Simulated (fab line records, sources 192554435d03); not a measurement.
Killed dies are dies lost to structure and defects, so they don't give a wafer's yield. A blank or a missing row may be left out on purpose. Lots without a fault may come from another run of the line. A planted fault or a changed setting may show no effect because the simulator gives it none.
Chamber matching | flow n5_finfet | N5_ILD0_CMP_07 on cmp-02: 4 sister chambers
The step polishes SiO2 flowable, stops on poly-Si, t overpolish 1.18 s, target thk 138.88 nm. 22 wafers are shown with their chamber, then 11 later ones without.

WAFERS WITH THEIR CHAMBER
wafer  | chamber | motor_current_A (A)
L074.1 | 0       | 12.1
L074.2 | 3       | 10.8
L074.6 | 0       | 11.9
L076.1 | 1       | 14.8
L076.2 | 2       | 11.3
L076.4 | 0       | 12.7
L079.2 | 2       | 11.7
L079.4 | 3       | 11.1
L079.5 | 2       | 10.8
L081.1 | 2       | 11.2
L081.3 | 1       | 14.3
L081.5 | 1       | 15.1
L082.1 | 3       | 11.0
L082.4 | 1       | 15.2
L082.5 | 1       | 14.6
L084.2 | 2       | 11.2
L084.3 | 3       | 10.3
L084.6 | 3       | 11.0
L085.1 | 1       | 15.1
L085.5 | 1       | 14.5
L085.6 | 2       | 10.9
L089.1 | 3       | 11.0

SIGNATURES (means of the wafers above)
reading         | chamber 0 | chamber 1 | chamber 2 | chamber 3 | scatter within a chamber
motor_current_A | 12.233    | 14.800    | 11.183    | 10.867    | 0.334
Rule: a wafer's distance from a chamber is the root of the sum, over the readings, of the square of ((its reading less the chamber's mean) divided by the reading's scatter). The wafer belongs to the nearest chamber; if the next one is less than 2 further off, it can't be placed. The scatter: the root of (the sum of the squares of (reading less its chamber's mean) over the shown wafers, divided by (wafers less chambers)).

WAFERS WITHOUT THEIR CHAMBER
wafer  | motor_current_A (A)
L089.2 | 13.1
L089.5 | 12.4
L091.2 | 14.2
L091.4 | 11.2
L091.5 | 14.6
L096.3 | 10.9
L096.4 | 11.3
L096.5 | 11.8
L097.1 | 10.7
L097.2 | 10.6
L097.3 | 12.7

WHICH CHAMBER EACH WENT THROUGH
wafer  | from the rows above          | in truth
L089.2 | 0                            | 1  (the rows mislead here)
L089.5 | 0                            | 0
L091.2 | 1                            | 1
L091.4 | can't be placed: 2 or 3      | 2
L091.5 | 1                            | 1
L096.3 | can't be placed: 3 or 2      | 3
L096.4 | can't be placed: 2 or 3      | 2
L096.5 | can't be placed: 0 or 2 or 3 | 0
L097.1 | can't be placed: 3 or 2      | 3
L097.2 | can't be placed: 3 or 2      | 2
L097.3 | 0                            | 0
Placed correctly: 4 of 11. Can't be placed from these rows: 6 (the true chamber is among the candidates in 6). Placed wrongly: 1.
